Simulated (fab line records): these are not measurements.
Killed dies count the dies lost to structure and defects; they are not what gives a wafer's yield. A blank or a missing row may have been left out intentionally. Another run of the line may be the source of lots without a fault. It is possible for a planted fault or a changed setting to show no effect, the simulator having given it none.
Chamber matching + flow n5_finfet + rie_diel-01 running N5_GATE_CUT_STRIP_42: 4 sister chambers
The step strips in O2. 4 wafers are shown with their chamber, then 11 later ones without.

## EACH WAFER AND ITS CHAMBER
| wafer  | chamber | showerhead_plenum_p_Torr (Torr) |
|--------|---------|---------------------------------|
| L080.3 | 0       | 2.11                            |
| L085.1 | 1       | 2.07                            |
| L085.6 | 2       | 2.17                            |
| L087.2 | 3       | 2.06                            |

## WAFERS WITHOUT THEIR CHAMBER
| wafer  | showerhead_plenum_p_Torr (Torr) |
|--------|---------------------------------|
| L087.3 | 2.17                            |
| L087.6 | 2.11                            |
| L089.2 | 2.11                            |
| L089.4 | 2.17                            |
| L089.6 | 2.06                            |
| L093.1 | 2.06                            |
| L093.5 | 2.06                            |
| L093.6 | 2.16                            |
| L096.4 | 2.10                            |
| L096.5 | 2.06                            |
| L096.6 | 2.16                            |

## THE CHAMBER EACH PASSED THROUGH
| wafer  | from the rows above     | in truth |
|--------|-------------------------|----------|
| L087.3 | 2                       | 2        |
| L087.6 | 0                       | 0        |
| L089.2 | 0                       | 0        |
| L089.4 | 2                       | 2        |
| L089.6 | can't be placed: 3 or 1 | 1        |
| L093.1 | can't be placed: 3 or 1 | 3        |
| L093.5 | can't be placed: 3 or 1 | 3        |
| L093.6 | 2                       | 2        |
| L096.4 | 0                       | 0        |
| L096.5 | can't be placed: 3 or 1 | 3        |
| L096.6 | 2                       | 2        |
Correct placement for 7 of the 11. Unplaceable from these rows: 4, with the true chamber sitting among the candidates in 4. Placed wrongly: 0.
How it was worked out, from the rows above alone: a wafer's distance from a chamber is the root of the sum, over the readings, of the square of ((its reading less the chamber's mean) divided by the reading's scatter). The wafer belongs to the nearest chamber; if the next one is less than 2 further off, it can't be placed. Each chamber's mean is taken over the wafers shown for it. The scatter: root of mean squared gap, hidden wafer to nearest shown wafer, with one shown wafer a chamber.
